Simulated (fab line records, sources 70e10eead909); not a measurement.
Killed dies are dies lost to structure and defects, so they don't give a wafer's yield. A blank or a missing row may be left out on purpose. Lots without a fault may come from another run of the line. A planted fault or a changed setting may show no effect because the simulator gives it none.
Which tool did it? | flow nand_harc | 24 lots, 72 wafers sampled, at 5 steps of a route of 1302

WHAT THE GAUGES READ, wafer by wafer
NHARC_P_GATE_CD_MEAS_46: target cd 720 nm.
lot  | measured     | on        | cd_nm (nm)
L074 | day 5 10:41  | cd_sem-02 | 718 718 717
L075 | day 5 18:13  | cd_sem-01 | 724 723 721
L076 | day 6 10:38  | cd_sem-01 | 717 720 718
L077 | day 6 16:37  | cd_sem-03 | 719 719 714
L079 | day 7 15:08  | cd_sem-01 | 724 722 726
L078 | day 7 15:35  | cd_sem-01 | 715 715 717
L080 | day 8 09:43  | cd_sem-03 | 722 726 722
L081 | day 8 20:41  | cd_sem-03 | 720 722 723
L082 | day 8 20:53  | cd_sem-01 | 724 722 720
L083 | day 9 15:42  | cd_sem-03 | 716 715 716
L084 | day 9 23:31  | cd_sem-03 | 717 715 718
L085 | day 10 05:47 | cd_sem-01 | 717 716 720
L086 | day 10 11:47 | cd_sem-01 | 724 721 725
L087 | day 10 18:17 | cd_sem-03 | 720 717 724
L088 | day 11 12:51 | cd_sem-02 | 715 715 713
L089 | day 11 16:16 | cd_sem-02 | 721 721 722
L090 | day 12 13:02 | cd_sem-03 | 718 718 718
L091 | day 12 15:04 | cd_sem-03 | 716 717 716
L092 | day 13 07:21 | cd_sem-02 | 724 725 725
L093 | day 13 07:47 | cd_sem-03 | 715 718 714
L094 | day 13 22:05 | cd_sem-02 | 718 718 715
L095 | day 14 17:19 | cd_sem-01 | 724 722 721
L096 | day 15 04:24 | cd_sem-02 | 723 723 720
L097 | day 15 06:47 | cd_sem-03 | 723 719 723

NHARC_P_CONTACT_INSPECT_14.
lot  | measured     | on                | raw_defect_count
L074 | day 5 18:50  | defect_inspect-02 | 6 2 9
L075 | day 6 02:22  | defect_inspect-01 | 4 3 2
L076 | day 6 18:49  | defect_inspect-02 | 1 7 6
L077 | day 7 00:53  | defect_inspect-02 | 3 8 6
L079 | day 7 23:26  | defect_inspect-02 | 4 1 3
L078 | day 7 23:55  | defect_inspect-02 | 4 3 5
L080 | day 8 17:59  | defect_inspect-02 | 2 6 0
L081 | day 9 04:52  | defect_inspect-02 | 3 5 4
L082 | day 9 05:17  | defect_inspect-01 | 2 3 1
L083 | day 10 00:07 | defect_inspect-01 | 10 7 6
L084 | day 10 07:40 | defect_inspect-01 | 3 6 4
L085 | day 10 13:50 | defect_inspect-02 | 4 6 8
L086 | day 10 20:06 | defect_inspect-02 | 7 4 2
L087 | day 11 02:29 | defect_inspect-01 | 2 5 2
L088 | day 11 21:25 | defect_inspect-02 | 5 5 4
L089 | day 12 00:25 | defect_inspect-01 | 13 6 8
L090 | day 12 21:18 | defect_inspect-02 | 3 2 4
L091 | day 12 23:21 | defect_inspect-02 | 4 2 4
L092 | day 13 15:41 | defect_inspect-02 | 1 8 1
L093 | day 13 15:59 | defect_inspect-02 | 3 6 2
L094 | day 14 06:13 | defect_inspect-01 | 7 7 8
L095 | day 15 01:42 | defect_inspect-01 | 5 3 7
L096 | day 15 12:53 | defect_inspect-01 | 6 2 4
L097 | day 15 15:58 | defect_inspect-02 | 3 5 4

NHARC_P_CONTACT_INSPECT_27.
lot  | measured     | on                | raw_defect_count
L074 | day 5 21:59  | defect_inspect-01 | 276 251 299
L075 | day 6 05:29  | defect_inspect-01 | 276 545 459
L076 | day 6 21:59  | defect_inspect-01 | 318 212 214
L077 | day 7 04:01  | defect_inspect-01 | 215 219 199
L079 | day 8 02:37  | defect_inspect-01 | 388 417 523
L078 | day 8 03:06  | defect_inspect-02 | 140 174 278
L080 | day 8 21:10  | defect_inspect-01 | 138 428 172
L081 | day 9 08:01  | defect_inspect-01 | 238 238 311
L082 | day 9 08:26  | defect_inspect-01 | 451 361 579
L083 | day 10 03:15 | defect_inspect-02 | 239 227 589
L084 | day 10 10:56 | defect_inspect-01 | 248 224 296
L085 | day 10 16:58 | defect_inspect-02 | 305 369 204
L086 | day 10 23:46 | defect_inspect-01 | 218 239 509
L087 | day 11 05:41 | defect_inspect-02 | 448 302 247
L088 | day 12 00:34 | defect_inspect-01 | 219 234 222
L089 | day 12 03:42 | defect_inspect-01 | 501 443 502
L090 | day 13 00:29 | defect_inspect-02 | 228 254 159
L091 | day 13 02:58 | defect_inspect-02 | 395 202 314
L092 | day 13 18:50 | defect_inspect-02 | 251 148 266
L093 | day 13 19:07 | defect_inspect-02 | 93 179 128
L094 | day 14 09:22 | defect_inspect-01 | 374 166 210
L095 | day 15 04:50 | defect_inspect-01 | 258 325 240
L096 | day 15 16:12 | defect_inspect-01 | 175 265 131
L097 | day 15 19:16 | defect_inspect-02 | 215 188 97

WHICH TOOL RAN EACH LOT (tool, then ch and the chambers of the sampled wafers, then the start)
lot  | NHARC_P_GATE_STRIP_111               | NHARC_P_CONTACT_STRIP_28
L074 | plasma_asher-01 ch 0,1, day 5 11:13  | rie_diel-05 ch 0,1,3, day 5 19:52
L075 | plasma_asher-01 ch 0,1, day 5 18:50  | rie_diel-12 ch 0,1,2, day 6 03:23
L076 | plasma_asher-02 ch 0,1, day 6 11:12  | rie_diel-12 ch 2,3, day 6 19:50
L077 | plasma_asher-01 ch 0,1, day 6 17:08  | rie_diel-01 ch 0,2,3, day 7 01:55
L079 | plasma_asher-02 ch 0,1, day 7 15:44  | rie_diel-01 ch 1,2,3, day 8 00:29
L078 | plasma_asher-01 ch 0,1, day 7 16:07  | rie_diel-05 ch 0,2, day 8 00:56
L080 | plasma_asher-01 ch 0,1, day 8 10:14  | rie_diel-01 ch 1,2,3, day 8 19:01
L081 | plasma_asher-01 ch 0,1, day 8 21:16  | rie_diel-01 ch 0,1,2, day 9 05:53
L082 | plasma_asher-02 ch 0,1, day 8 21:36  | rie_diel-01 ch 0,1,2, day 9 06:20
L083 | plasma_asher-02 ch 0,1, day 9 16:14  | rie_diel-01 ch 0,1,2, day 10 01:08
L084 | plasma_asher-01 ch 0,1, day 10 00:02 | rie_diel-01 ch 1,2,3, day 10 08:41
L085 | plasma_asher-02 ch 0,1, day 10 06:24 | rie_diel-12 ch 1,2, day 10 14:50
L086 | plasma_asher-02 ch 0,1, day 10 12:28 | rie_diel-12 ch 0,1,3, day 10 21:37
L087 | plasma_asher-01 ch 0,1, day 10 18:52 | rie_diel-01 ch 0,3, day 11 03:31
L088 | plasma_asher-01 ch 0, day 11 13:22   | rie_diel-01 ch 1,2,3, day 11 22:26
L089 | plasma_asher-01 ch 0,1, day 11 16:47 | rie_diel-01 ch 0,1,2, day 12 01:35
L090 | plasma_asher-02 ch 0,1, day 12 13:34 | rie_diel-01 ch 0,2,3, day 12 22:22
L091 | plasma_asher-01 ch 0,1, day 12 15:39 | rie_diel-01 ch 0,1,2, day 13 00:50
L092 | plasma_asher-01 ch 0,1, day 13 07:54 | rie_diel-01 ch 0,1,3, day 13 16:43
L093 | plasma_asher-02 ch 0,1, day 13 08:19 | rie_diel-01 ch 0,2,3, day 13 17:01
L094 | plasma_asher-02 ch 0, day 13 22:40   | rie_diel-01 ch 0,1, day 14 07:13
L095 | plasma_asher-01 ch 0,1, day 14 17:50 | rie_diel-12 ch 0,2,3, day 15 02:44
L096 | plasma_asher-01 ch 0,1, day 15 04:56 | rie_diel-01 ch 0,2, day 15 14:02
L097 | plasma_asher-02 ch 0,1, day 15 07:19 | rie_diel-01 ch 1,2,3, day 15 17:08
- NHARC_P_GATE_STRIP_111: strips in N2/H2, time 250 s.
- NHARC_P_CONTACT_STRIP_28: strips in O2.

WHAT THE TOOLS THEMSELVES READ (means of the sampled wafers that have a number; where no wafer has one, the mark that the record gives instead)
NHARC_P_GATE_STRIP_111.
lot  | tool            | drypump_motor_current_A (A) | heater_power_w (W)
L074 | plasma_asher-01 | 5.8                         | 94
L075 | plasma_asher-01 | 5.8                         | 95
L076 | plasma_asher-02 | 6.2                         | 89
L077 | plasma_asher-01 | 5.9                         | 95
L079 | plasma_asher-02 | 6.3                         | 89
L078 | plasma_asher-01 | 5.8                         | 94
L080 | plasma_asher-01 | 5.9                         | 91
L081 | plasma_asher-01 | 5.8                         | 94
L082 | plasma_asher-02 | 5.9                         | 94
L083 | plasma_asher-02 | 6.3                         | 89
L084 | plasma_asher-01 | 5.9                         | 91
L085 | plasma_asher-02 | 6.0                         | 95
L086 | plasma_asher-02 | 6.3                         | 88
L087 | plasma_asher-01 | 5.9                         | 94
L088 | plasma_asher-01 | 6.0                         | 90
L089 | plasma_asher-01 | 5.9                         | 90
L090 | plasma_asher-02 | 6.2                         | 93
L091 | plasma_asher-01 | 5.9                         | 91
L092 | plasma_asher-01 | 5.9                         | 94
L093 | plasma_asher-02 | 6.2                         | 96
L094 | plasma_asher-02 | 5.7                         | 106
L095 | plasma_asher-01 | 5.8                         | 94
L096 | plasma_asher-01 | 5.9                         | 91
L097 | plasma_asher-02 | 5.9                         | 100

NHARC_P_CONTACT_STRIP_28.
lot  | tool        | drypump_motor_current_A (A) | oes_product_au (a.u.) | rf_vpp_V (V) | showerhead_plenum_p_Torr (Torr) | throttle_valve_pct (%)
L074 | rie_diel-05 | 6.1                         | 1.013                 | 58.0         | 3.64                            | 17.031
L075 | rie_diel-12 | 5.9                         | 1.002                 | 57.3         | 3.62                            | 17.041
L076 | rie_diel-12 | 5.7                         | 0.995                 | 57.9         | 3.61                            | 17.044
L077 | rie_diel-01 | 5.6                         | 1.015                 | 57.5         | 3.49                            | 17.041
L079 | rie_diel-01 | 6.1                         | 0.990                 | 57.7         | 3.52                            | 17.041
L078 | rie_diel-05 | 5.6                         | 1.006                 | 57.4         | 3.54                            | 17.041
L080 | rie_diel-01 | 6.1                         | 0.991                 | 57.4         | 3.52                            | 17.038
L081 | rie_diel-01 | 5.6                         | 1.003                 | 57.8         | 3.49                            | 17.030
L082 | rie_diel-01 | 5.6                         | 1.002                 | 58.2         | 3.49                            | 17.031
L083 | rie_diel-01 | 5.6                         | 1.000                 | 57.1         | 3.49                            | 17.040
L084 | rie_diel-01 | 6.1                         | 1.004                 | 58.1         | 3.52                            | 17.043
L085 | rie_diel-12 | 5.8                         | 1.007                 | 58.4         | 3.72                            | 17.047
L086 | rie_diel-12 | 5.8                         | 1.004                 | 57.7         | 3.59                            | 17.036
L087 | rie_diel-01 | 5.3                         | 0.994                 | 57.9         | 3.56                            | 17.034
L088 | rie_diel-01 | 6.1                         | 1.000                 | 57.0         | 3.52                            | 17.041
L089 | rie_diel-01 | 5.5                         | 0.995                 | 57.8         | 3.49                            | 17.039
L090 | rie_diel-01 | 5.6                         | 1.002                 | 57.8         | 3.49                            | 17.035
L091 | rie_diel-01 | 5.6                         | 0.997                 | 57.5         | 3.49                            | 17.038
L092 | rie_diel-01 | 5.8                         | 1.007                 | 58.2         | 3.59                            | 17.033
L093 | rie_diel-01 | 5.6                         | 1.000                 | 57.8         | 3.49                            | 17.047
L094 | rie_diel-01 | 5.8                         | 0.992                 | 58.0         | 3.60                            | 17.033
L095 | rie_diel-12 | 5.8                         | 0.999                 | 58.8         | 3.56                            | 17.042
L096 | rie_diel-01 | 5.0                         | 0.987                 | 56.9         | 3.46                            | 17.034
L097 | rie_diel-01 | 6.1                         | 1.007                 | 58.0         | 3.52                            | 17.038

THE ANSWER, worked out from the rows above alone
Rule: what is usual is taken from the lots themselves. Put in order of their means at a reading, lots are off if they are a third of the lots or fewer, leave a main group of 4 or more, and stand apart from it by a gap of 3 or more times the standard deviation of the main group's means; of several such gaps the widest counts. A main group whose means are all the same, to the digits that the tables above print for the reading, isn't used. A lot without any number at a reading at which 4 lots or more have one is off too. The other lots that the step has rows for count as sound. The gauges are gone through in route order, then the tools' own readings, and for those a lot's mean is taken as printed above. The first step at which some lot is off is used, and at that step the reading that is off furthest; a lot without a number counts as furthest.
No lot is off at any reading shown: from this, nothing can be told.

WHAT THE SIMULATOR HAD PUT IN
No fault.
